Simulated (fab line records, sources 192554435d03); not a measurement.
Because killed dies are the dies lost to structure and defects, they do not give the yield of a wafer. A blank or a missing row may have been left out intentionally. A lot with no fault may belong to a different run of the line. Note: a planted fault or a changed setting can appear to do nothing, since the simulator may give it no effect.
Chamber matching ; flow n5_finfet ; N5_BEOL_M4_STRIP_36 on rie_diel-02: 4 sister chambers
The step strips in N2/H2. 22 wafers are shown with their chamber, then 11 later ones without.

== WAFERS WITH THEIR CHAMBER ==
wafer;chamber;showerhead_plenum_p_Torr (Torr);drypump_motor_current_A (A);oes_product_au (a.u.)
L075.3;3;2.64;5.2;0.74
L075.5;1;2.49;5.9;0.93
L075.6;0;2.63;5.8;0.72
L077.2;2;2.48;5.7;0.89
L077.4;0;2.63;5.9;0.70
L077.5;2;2.48;5.7;0.86
L082.1;1;2.49;5.8;0.88
L082.3;3;2.63;5.2;0.73
L082.4;1;2.48;5.8;0.88
L084.1;2;2.47;5.6;0.86
L084.3;1;2.48;5.9;0.87
L084.4;3;2.63;5.2;0.72
L085.3;1;2.48;5.9;0.84
L085.4;0;2.62;5.9;0.71
L085.6;1;2.48;5.8;0.86
L088.1;1;2.48;5.8;0.85
L088.3;3;2.62;5.2;0.71
L088.5;3;2.62;5.2;0.71
L090.1;1;2.48;5.8;0.84
L090.2;3;2.62;5.2;0.70
L090.4;0;2.62;5.9;0.71
L091.1;1;2.48;5.9;0.84

SIGNATURES (averages over the wafers above)
reading;chamber 0;chamber 1;chamber 2;chamber 3;scatter within a chamber
showerhead_plenum_p_Torr;2.6250;2.4822;2.4767;2.6267;0.00603
drypump_motor_current_A;5.875;5.844;5.667;5.200;0.045
oes_product_au;0.7100;0.8656;0.8700;0.7183;0.022
Rule: for each reading, subtract the chamber's mean from the wafer's reading, divide by that reading's scatter and square the result; add these up over the readings and take the root, which gives the wafer's distance from the chamber. The wafer belongs to the nearest chamber; if the next one is less than 2 further off, it can't be placed. The scatter: take each reading less its chamber's mean, square it, sum over the shown wafers, divide by the number of wafers less the number of chambers, and take the root.

== WAFERS WITHOUT THEIR CHAMBER ==
wafer;showerhead_plenum_p_Torr (Torr);drypump_motor_current_A (A);oes_product_au (a.u.)
L091.2;2.61;5.9;0.69
L091.4;2.61;5.9;0.69
L094.1;2.47;5.7;0.84
L094.3;2.61;5.9;0.69
L094.4;2.48;5.8;0.84
L096.1;2.47;5.9;0.83
L096.5;2.46;5.7;0.83
L096.6;2.61;5.2;0.69
L097.2;2.61;5.9;0.68
L097.5;2.47;5.9;0.82
L097.6;2.61;5.9;0.68

== WHICH CHAMBER EACH ONE RAN IN ==
wafer;from the rows above;in truth
L091.2;0;0
L091.4;0;0
L094.1;2;2
L094.3;0;0
L094.4;can't be placed: 1 or 2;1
L096.1;1;1
L096.5;can't be placed: 2 or 1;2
L096.6;3;3
L097.2;0;0
L097.5;1;1
L097.6;0;0
Placed correctly: 9 of 11. Not placeable from these rows: 2 (in 2, the candidates include the true chamber). Number placed wrongly: 0.
